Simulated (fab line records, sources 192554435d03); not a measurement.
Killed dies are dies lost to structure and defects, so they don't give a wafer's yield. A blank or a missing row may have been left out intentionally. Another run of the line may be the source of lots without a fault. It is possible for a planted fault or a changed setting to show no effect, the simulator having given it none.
Struck lot and sound lot, side by side    flow n5-finfet    19 steps out of a route of 1938
Sound: the wafers L256.1, L256.2, L256.3. Struck: wafers L277.1, L277.3, L277.5. Last of all comes the cause.
Per side, at each step with rows, come the tool, then ch with its chambers, and then its first start. Under that, the readings that differ: sound wafers    struck wafers    difference of the means    sigmas: that difference in standard deviations of wafers without a fault.
alike: same words and numbers on both sides, and readings whose means sit less than 2 such deviations apart. not compared: any withheld reading, any reading some wafer has no value for, any bound like >300 that may hide the same value, and any number with overlapping values for which the record gives no deviation.
A row with sigmas, a row that says differs or no value, or rows on one side alone: a step with any of these is where the two part. When numbers do not overlap yet have no deviation, they are printed without sigmas and do not part them. Lack of a reading on every wafer of one side parts them only where that side has two or more wafers.

N5_BEOL_M4_ANNEAL_95: time 240 s.
  sound on pvd-sputter-02 at day 8 05:58; struck on pvd-sputter-02 at day 13 21:31
  alike: heater-power-w, susceptor_temp_C_max
then, 2 steps without rows for these wafers: N5_BEOL_M4_SPUTTER_96 (material Cu, target thk 4.5 nm, time 8.29 s); N5_BEOL_M4_ECD_50 (material Cu, target thk 300 nm).
N5_BEOL_M4_ANNEAL_51: time 90 s.
  sound on rtp-anneal-01 ch 0, day 8 06:19; struck on rtp-anneal-02 ch 0, day 13 21:51
  alike: anneal-temp-c, wafer_temp_C_max
then, 1 step without rows for these wafers: N5_BEOL_M4_CMP_52 (polishes, stops on SiOC, t overpolish 6.8 s, target thk 40 nm).
N5_BEOL_M4_THK_MEAS_53: measures by xrf.
  sound on film-metro-01 at day 8 06:54; struck on film-metro-01 at day 13 22:26
  alike: M4_THK
N5_BEOL_M4_PRE_CLEAN_60: time 15 s.
  sound on cvd-co-02 ch 0,1,2, day 8 06:56; struck on cvd-co-01 ch 0,1, day 13 22:29
  alike: heater-power-w, rf-fwd-power-W
N5_BEOL_M4_CO_CAP_55: material Co, precursor CCTBA/H2, target thk 2 nm, time 102.1 s.
  sound on cvd-co-02 ch 0,1,2, day 8 06:58; struck on cvd-co-01 ch 0,1, day 13 22:31
  alike: chamber-pressure-Torr, heater-power-w
then, 2 steps without rows for these wafers: N5_BEOL_M4_PRE_CLEAN_56 (time 15 s); N5_BEOL_M4_DEP_57 (deposits SiCN from 3MS/NH3, target thk 8 nm, time 14 s).
N5_BEOL_M4_RS_MEAS_58: measurement is done with a four-point probe.
  sound on film-metro-02 at day 8 07:10; struck on film-metro-01 at day 13 22:42
  alike: M4_RS
N5_BEOL_M4_INSPECT_59: inspects for defects (darkfield).
  sound on defect-inspect-02 at day 8 07:11; struck on defect-inspect-01 at day 13 22:44
reading           sound     struck       difference  sigmas
raw-defect-count  48 38 48  105 170 120  +87         +3
N5_BEOL_M4_RC_MEAS_101:
  sound on prober-01 ch 0, day 8 07:13; struck on prober-02 ch 0, day 13 22:45
  alike: DIBL_N, DIBL_P, IOFF_N, IOFF_P, ION_N, ION_P, SS_N, SS_P, VT_N, VT_P
N5_BEOL_M5_ILD_DEP_00: deposits SiCOH lowk from DEMS/porogen, target thk 140.64 nm, time 25.9 s.
  sound on pecvd-01 ch 0,1,2, day 8 08:10; struck on pecvd-01 ch 1,2, day 13 23:43
  alike: chamber-pressure-Torr, heater-power-w, rf-fwd-power-W, showerhead-plenum-p-Torr, throttle-valve-pct
then, 1 step without rows for these wafers: N5_BEOL_M5_CURE_79 (cures SiCOH lowk, time 240 s).
N5_BEOL_M5_THK_MEAS_01:
  sound on film-metro-01 at day 8 08:45; struck on film-metro-01 at day 14 00:17
  alike: M5_ILD_THK
N5_BEOL_M5_PECVD_70: deposits SiO2 from TEOS/O2, target thk 16 nm, time 18 s.
  sound on pecvd-04 ch 0,1,2, day 8 08:47; struck on pecvd-02 ch 1,2, day 14 00:20
  no value came back on the struck wafers for any of 6 readings (chamber-pressure-Torr (Torr), heater-power-outer-w (W) and others); on the sound wafers chamber-pressure-Torr (Torr) reads 5.487 5.509 5.502
then, 1 step without rows for these wafers: N5_BEOL_M5_HM_DEP_02 (deposits TiN, target thk 20 nm).
-- record jumps: 5 days separate the struck wafers' starts on either side; left off in module BEOL_M5, taken up again in module PASSIVATION, whose first shown step is the route's number 1936 --
N5_PASSIVATION_PROBE_49:
  sound on prober-02 at day 12 11:56; struck on prober-01 at day 19 08:46
reading                   sound           struck          difference  sigmas
defect-limited-yield (%)  90.7 91.1 89.2  61.6 61.8 61.8  -28.6       -19
killed_at_M4_up           11 17 13        338 333 313     +314        +57
killed-at-contacts        5 4 10          20 15 23        +13         +2
killed-dies               110 105 127     453 451 451     +338        +19
killed-on-rim             17 8 19         24 122 33       +45         +11
killed-short              32 30 35        46 56 56        +20         +3
sort_bin_5_function (%)   5.8 5.3 6.1     33.6 33.5 32.5  +27.5       +27
sort-n-pass               1070 1075 1053  727 729 729     -338        -19
sort-yield-pct (%)        90.7 91.1 89.2  61.6 61.8 61.8  -28.6       -19
  alike: killed_at_M0_to_M3, killed-at-front-end, killed-at-other, killed-open, sort_bin_6_memory

## WHERE THEY PART
Earliest at N5_BEOL_M4_INSPECT_59; latest, in this record, at N5_PASSIVATION_PROBE_49.

WHY: what had been put in by the simulator
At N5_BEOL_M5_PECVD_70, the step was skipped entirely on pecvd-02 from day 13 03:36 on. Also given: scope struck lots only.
